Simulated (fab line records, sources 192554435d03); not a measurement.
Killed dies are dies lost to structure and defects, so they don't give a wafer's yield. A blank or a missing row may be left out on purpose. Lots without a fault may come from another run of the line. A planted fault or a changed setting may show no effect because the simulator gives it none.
Which tool did it? | flow n5_finfet | 12 lots, 36 wafers sampled, at 1 step of a route of 1938

WHAT THE GAUGES READ, wafer by wafer
N5_BEOL_M13_INSPECT_12: inspects for defects (macro).
lot  | measured     | on                | raw_defect_count
L076 | day 11 22:53 | defect_inspect-02 | 0 2 3
L077 | day 12 04:43 | defect_inspect-01 | 2 2 4
L079 | day 12 21:02 | defect_inspect-02 | 1 1 3
L083 | day 13 11:17 | defect_inspect-02 | 1 2 4
L082 | day 13 15:53 | defect_inspect-02 | 3 2 1
L084 | day 13 23:05 | defect_inspect-02 | 1 0 0
L088 | day 14 23:47 | defect_inspect-01 | 3 1 4
L085 | day 15 00:14 | defect_inspect-02 | 5 1 4
L091 | day 15 09:35 | defect_inspect-02 | 4 1 1
L094 | day 16 14:35 | defect_inspect-01 | 1 1 2
L097 | day 17 00:38 | defect_inspect-01 | 1 0 7
L096 | day 17 11:41 | defect_inspect-01 | 3 1 2

WHICH TOOL RAN EACH LOT (tool, then ch and the chambers of the sampled wafers, then the start)
The record holds no process step before these readings.

THE ANSWER, worked out from the rows above alone
Rule: what is usual is taken from the lots themselves. Put in order of their means at a reading, lots are off if they are a third of the lots or fewer, leave a main group of 4 or more, and stand apart from it by a gap of 3 or more times the standard deviation of the main group's means; of several such gaps the widest counts. A main group whose means are all the same, to the digits that the tables above print for the reading, isn't used. A lot without any number at a reading at which 4 lots or more have one is off too. The other lots that the step has rows for count as sound.
No lot is off at any reading shown: from this, nothing can be told.

WHAT THE SIMULATOR HAD PUT IN
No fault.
